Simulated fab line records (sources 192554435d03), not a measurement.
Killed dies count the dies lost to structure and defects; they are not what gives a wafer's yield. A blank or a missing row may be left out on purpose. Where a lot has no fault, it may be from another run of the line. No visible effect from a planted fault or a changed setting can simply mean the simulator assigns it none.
Which of the tools did it?    flow n5 finfet    19 wafers from 7 lots sampled at 5 of the route's 1938 steps

## WHAT THE GAUGES SHOWED, per wafer
N5_BEOL_M4_RC_MEAS_101.
lot   measured      on         DIBL_N (mV/V)
L951  day 8 00:02   prober-02  35.3 36.1 36.5
L953  day 9 01:31   prober-01  37.0 38.2 39.1
L955  day 9 10:43   prober-02  37.8 38.3 40.5
L957  day 9 17:41   prober-01  37.7 35.0
L961  day 10 19:08  prober-01  37.4 38.4 36.8
L970  day 13 12:14  prober-01  33.4 32.2
L973  day 13 21:29  prober-02  36.5 35.6 36.0

## EACH LOT AND THE TOOL THAT RAN IT (in order: tool; ch and the chambers of the sampled wafers; start)
lot   N5_BEOL_M0_HM_OPEN_105             N5_BEOL_M0_TRENCH_ETCH_107          N5_BEOL_M0_PRE_CLEAN_113      N5_BEOL_M0_CVD_115
L951  rie metal-03 ch 1, day 6 06:01     rie diel-06 ch 0,1,2, day 6 06:43   pvd sputter-02, day 6 07:12   cvd co-01 ch 0,2, day 6 07:50
L953  rie metal-03 ch 0,1, day 6 16:44   rie diel-06 ch 0,1,2, day 6 17:14   pvd sputter-03, day 6 17:54   cvd co-02 ch 0,2, day 6 18:25
L955  rie metal-01 ch 0,1, day 7 00:28   rie diel-03 ch 2,3, day 7 00:49     pvd sputter-03, day 7 01:24   cvd co-01 ch 0,1,2, day 7 01:45
L957  rie metal-03 ch 0, day 7 11:58     rie diel-06 ch 2,3, day 7 12:22     pvd sputter-01, day 7 12:53   cvd co-01 ch 2, day 7 13:22
L961  rie metal-02 ch 0,1, day 8 13:24   rie diel-03 ch 1,2, day 8 13:50     pvd sputter-02, day 8 14:55   cvd co-01 ch 0,1, day 8 15:20
L970  rie metal-03 ch 0,1, day 10 17:55  rie diel-03 ch 3, day 10 18:29      pvd sputter-01, day 10 19:19  cvd co-02 ch 1,2, day 10 19:58
L973  rie metal-03 ch 0,1, day 11 12:07  rie diel-02 ch 1,2,3, day 11 12:29  pvd sputter-01, day 11 13:21  cvd co-01 ch 0,1,2, day 11 15:22
- N5_BEOL_M0_HM_OPEN_105: chemistry Cl2/BCl3, target TiN, target depth 12 nm.
- N5_BEOL_M0_TRENCH_ETCH_107: etches SiOC in C4F6/O2, target depth 32.8 nm, time 16.4 s.
- N5_BEOL_M0_PRE_CLEAN_113: time 30 s.
- N5_BEOL_M0_CVD_115: deposits Co from CCTBA/H2, time 120 s.

## THE ANSWER, worked out from the rows above alone
Rule: the lots themselves supply what counts as usual. The widest of any qualifying gaps counts: lots, ordered by their means at a reading, are off when they make up no more than a third of the lots, leave a main group of 4 or more, and stand apart from it by 3 or more times the standard deviation of that group's means. A main group whose means are all the same, to the digits that the tables above print for the reading, isn't used. Also off: a lot with no number at a reading for which 4 or more lots have one. All remaining lots with rows at the step are treated as sound.
None of the lots is off at any reading shown; this tells nothing.

## WHAT THE SIMULATOR HAD INSERTED
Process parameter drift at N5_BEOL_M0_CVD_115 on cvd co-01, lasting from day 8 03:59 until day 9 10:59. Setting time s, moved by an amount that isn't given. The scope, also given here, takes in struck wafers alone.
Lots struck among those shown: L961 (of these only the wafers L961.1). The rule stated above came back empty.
